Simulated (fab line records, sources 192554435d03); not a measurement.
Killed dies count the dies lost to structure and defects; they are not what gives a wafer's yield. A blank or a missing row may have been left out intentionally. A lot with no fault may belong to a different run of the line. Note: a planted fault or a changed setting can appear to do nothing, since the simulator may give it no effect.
Which of the tools did it? + flow n5 finfet + 24 lots, 72 wafers sampled, at 2 steps of a route of 1938

== WHAT THE GAUGES READ, wafer by wafer ==
N5_BEOL_M1_INSPECT_30: inspects for defects (brightfield). Usual: raw defect count 394, standard deviation 83.
| lot  | measured     | on                | raw defect count | flag |
|------|--------------|-------------------|------------------|------|
| L074 | day 6 02:09  | defect inspect-02 | 343 286 200      |      |
| L075 | day 6 06:08  | defect inspect-01 | 617 388 423      |      |
| L076 | day 6 11:33  | defect inspect-01 | 393 518 360      |      |
| L077 | day 6 22:34  | defect inspect-01 | 478 549 525      |      |
| L078 | day 7 02:15  | defect inspect-02 | 314 417 364      |      |
| L079 | day 7 08:38  | defect inspect-02 | 322 402 437      |      |
| L080 | day 7 10:34  | defect inspect-02 | 466 455 542      |      |
| L081 | day 7 20:21  | defect inspect-02 | 537 423 427      |      |
| L082 | day 7 21:44  | defect inspect-02 | 428 466 363      |      |
| L083 | day 8 01:53  | defect inspect-01 | 415 433 482      |      |
| L084 | day 8 09:16  | defect inspect-01 | 479 360 542      |      |
| L085 | day 8 17:14  | defect inspect-02 | 298 457 340      |      |
| L086 | day 9 02:33  | defect inspect-02 | 478 506 382      |      |
| L087 | day 9 05:01  | defect inspect-01 | 282 255 293      |      |
| L090 | day 9 18:20  | defect inspect-02 | 294 372 346      |      |
| L088 | day 9 21:20  | defect inspect-01 | 396 386 323      |      |
| L091 | day 10 01:03 | defect inspect-02 | 331 300 207      |      |
| L089 | day 10 10:01 | defect inspect-02 | 418 267 334      |      |
| L092 | day 10 11:28 | defect inspect-02 | 474 395 253      |      |
| L093 | day 10 20:55 | defect inspect-02 | 383 319 392      |      |
| L094 | day 10 23:47 | defect inspect-02 | 392 402 415      |      |
| L095 | day 11 06:22 | defect inspect-01 | 357 333 258      |      |
| L096 | day 11 12:37 | defect inspect-02 | 450 369 364      |      |
| L097 | day 12 00:35 | defect inspect-01 | 395 355 348      |      |

== EACH LOT AND THE TOOL THAT RAN IT (in order: tool; ch and the chambers of the sampled wafers; start) ==
| lot  | N5_BEOL_M0_SPUTTER_132       |
|------|------------------------------|
| L074 | pvd sputter-02, day 5 21:20  |
| L075 | pvd sputter-03, day 6 02:19  |
| L076 | pvd sputter-01, day 6 06:20  |
| L077 | pvd sputter-01, day 6 16:23  |
| L078 | pvd sputter-01, day 6 23:00  |
| L079 | pvd sputter-03, day 7 04:06  |
| L080 | pvd sputter-03, day 7 06:41  |
| L081 | pvd sputter-02, day 7 15:42  |
| L082 | pvd sputter-01, day 7 18:31  |
| L083 | pvd sputter-02, day 7 20:58  |
| L084 | pvd sputter-03, day 8 05:09  |
| L085 | pvd sputter-02, day 8 13:57  |
| L086 | pvd sputter-03, day 8 21:55  |
| L087 | pvd sputter-01, day 9 01:14  |
| L090 | pvd sputter-02, day 9 13:13  |
| L088 | pvd sputter-03, day 9 16:19  |
| L091 | pvd sputter-02, day 9 21:54  |
| L089 | pvd sputter-01, day 10 05:21 |
| L092 | pvd sputter-03, day 10 07:59 |
| L093 | pvd sputter-03, day 10 16:45 |
| L094 | pvd sputter-01, day 10 20:41 |
| L095 | pvd sputter-01, day 11 02:08 |
| L096 | pvd sputter-03, day 11 08:49 |
| L097 | pvd sputter-03, day 11 20:11 |
- N5_BEOL_M0_SPUTTER_132: material Cu, target thk 4 nm, time 7.37 s.

== WHAT THE TOOLS THEMSELVES READ (means of the sampled wafers that have a number; where no wafer has one, the mark that the record gives instead) ==
N5_BEOL_M0_SPUTTER_132. Usual: chamber pressure pa 0.07001 Pa, standard deviation 0.00014; throttle valve pct 29.6 %, standard deviation 1.2.
| lot  | tool           | chamber pressure pa (Pa) | throttle valve pct (%) | flag |
|------|----------------|--------------------------|------------------------|------|
| L074 | pvd sputter-02 | 0.06999                  | 29.3                   |      |
| L075 | pvd sputter-03 | 0.07002                  | 30.2                   |      |
| L076 | pvd sputter-01 | 0.06993                  | 28.3                   |      |
| L077 | pvd sputter-01 | 0.07006                  | 29.3                   |      |
| L078 | pvd sputter-01 | 0.07000                  | 28.2                   |      |
| L079 | pvd sputter-03 | 0.06999                  | 29.4                   |      |
| L080 | pvd sputter-03 | 0.07001                  | 29.4                   |      |
| L081 | pvd sputter-02 | 0.06997                  | 29.7                   |      |
| L082 | pvd sputter-01 | 0.07015                  | 29.3                   |      |
| L083 | pvd sputter-02 | 0.07009                  | 30.3                   |      |
| L084 | pvd sputter-03 | 0.07016                  | 30.2                   |      |
| L085 | pvd sputter-02 | 0.06997                  | 29.3                   |      |
| L086 | pvd sputter-03 | 0.07000                  | 29.3                   |      |
| L087 | pvd sputter-01 | 0.06993                  | 29.0                   |      |
| L090 | pvd sputter-02 | 0.07001                  | 29.4                   |      |
| L088 | pvd sputter-03 | 0.07001                  | 30.3                   |      |
| L091 | pvd sputter-02 | 0.07005                  | 28.7                   |      |
| L089 | pvd sputter-01 | 0.06987                  | 29.8                   |      |
| L092 | pvd sputter-03 | 0.06999                  | 30.2                   |      |
| L093 | pvd sputter-03 | 0.07015                  | 29.8                   |      |
| L094 | pvd sputter-01 | 0.06992                  | 28.8                   |      |
| L095 | pvd sputter-01 | 0.06997                  | 29.1                   |      |
| L096 | pvd sputter-03 | 0.06997                  | 30.1                   |      |
| L097 | pvd sputter-03 | 0.07006                  | 30.2                   |      |

== THE ANSWER, worked out from the rows above alone ==
Rule: a lot counts as off when the mean over its wafers that have a number is more than 3 standard deviations away from the usual mean. A lot without any number at a reading at which 4 lots or more have one is off too. Any other lot the step has rows for is counted as sound. First the gauges in route order, then the tools' own readings, where a lot's mean is used as printed above. The first step at which some lot is off is used, and at that step the reading that is off furthest; a lot without a number counts as furthest.
Across all readings shown, no lot is off: no conclusion can be drawn from this.

== WHAT THE SIMULATOR HAD INSERTED ==
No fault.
